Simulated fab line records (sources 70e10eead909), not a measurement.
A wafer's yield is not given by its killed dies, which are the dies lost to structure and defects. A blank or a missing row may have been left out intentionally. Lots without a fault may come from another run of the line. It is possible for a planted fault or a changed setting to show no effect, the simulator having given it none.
Matching of chambers || flow nand_harc || pecvd-02 running NHARC_A_SLIT_DEP_25: 3 sister chambers
The step deposits SiO2, target thk 200 nm. 15 wafers are shown with their chamber, then 7 later ones without.

== WAFERS WITH THEIR CHAMBER ==
{"wafer": "L266.2", "chamber": 1, "throttle_valve_pct (%)": 16.0, "heater_power_w (W)": 696}
{"wafer": "L266.5", "chamber": 2, "throttle_valve_pct (%)": 15.1, "heater_power_w (W)": 676}
{"wafer": "L266.6", "chamber": 0, "throttle_valve_pct (%)": 17.3, "heater_power_w (W)": 528}
{"wafer": "L271.1", "chamber": 0, "throttle_valve_pct (%)": 16.5, "heater_power_w (W)": 524}
{"wafer": "L272.2", "chamber": 1, "throttle_valve_pct (%)": 15.7, "heater_power_w (W)": 557}
{"wafer": "L272.4", "chamber": 2, "throttle_valve_pct (%)": 15.2, "heater_power_w (W)": 519}
{"wafer": "L272.6", "chamber": 1, "throttle_valve_pct (%)": 15.7, "heater_power_w (W)": 569}
{"wafer": "L274.1", "chamber": 2, "throttle_valve_pct (%)": 14.8, "heater_power_w (W)": 606}
{"wafer": "L274.5", "chamber": 2, "throttle_valve_pct (%)": 14.8, "heater_power_w (W)": 632}
{"wafer": "L274.6", "chamber": 1, "throttle_valve_pct (%)": 15.9, "heater_power_w (W)": 585}
{"wafer": "L281.1", "chamber": 0, "throttle_valve_pct (%)": 16.7, "heater_power_w (W)": 489}
{"wafer": "L281.5", "chamber": 2, "throttle_valve_pct (%)": 14.9, "heater_power_w (W)": 625}
{"wafer": "L281.6", "chamber": 0, "throttle_valve_pct (%)": 16.6, "heater_power_w (W)": 504}
{"wafer": "L284.1", "chamber": 1, "throttle_valve_pct (%)": 15.9, "heater_power_w (W)": 621}
{"wafer": "L284.3", "chamber": 2, "throttle_valve_pct (%)": 15.1, "heater_power_w (W)": 556}

SIGNATURES (means of the wafers above)
{"reading": "throttle_valve_pct", "chamber 0": 16.775, "chamber 1": 15.840, "chamber 2": 14.983, "scatter within a chamber": 0.225}
{"reading": "heater_power_w", "chamber 0": 511.25, "chamber 1": 605.60, "chamber 2": 602.33, "scatter within a chamber": 49.5}
Rule: a wafer lies at a distance from a chamber equal to the root of the sum of squares, over the readings, of (its reading less the chamber's mean, divided by the reading's scatter). The wafer belongs to the nearest chamber; if the next one is less than 2 further off, it can't be placed. The scatter: the root of (the sum of the squares of (reading less its chamber's mean) over the shown wafers, divided by (wafers less chambers)).

== WAFERS WHOSE CHAMBER IS MISSING ==
{"wafer": "L284.5", "throttle_valve_pct (%)": 16.8, "heater_power_w (W)": 469}
{"wafer": "L286.1", "throttle_valve_pct (%)": 15.9, "heater_power_w (W)": 548}
{"wafer": "L286.2", "throttle_valve_pct (%)": 14.9, "heater_power_w (W)": 630}
{"wafer": "L286.3", "throttle_valve_pct (%)": 16.6, "heater_power_w (W)": 486}
{"wafer": "L287.2", "throttle_valve_pct (%)": 16.1, "heater_power_w (W)": 684}
{"wafer": "L287.3", "throttle_valve_pct (%)": 16.6, "heater_power_w (W)": 540}
{"wafer": "L287.5", "throttle_valve_pct (%)": 16.6, "heater_power_w (W)": 546}

== EACH ONE'S CHAMBER ==
{"wafer": "L284.5", "from the rows above": 0, "in truth": 0}
{"wafer": "L286.1", "from the rows above": 1, "in truth": 1}
{"wafer": "L286.2", "from the rows above": 2, "in truth": 2}
{"wafer": "L286.3", "from the rows above": 0, "in truth": 0}
{"wafer": "L287.2", "from the rows above": 1, "in truth": 1}
{"wafer": "L287.3", "from the rows above": 0, "in truth": 0}
{"wafer": "L287.5", "from the rows above": 0, "in truth": 0}
Correct placement for 7 of the 7. Can't be placed from these rows: 0. 0 placed wrongly.
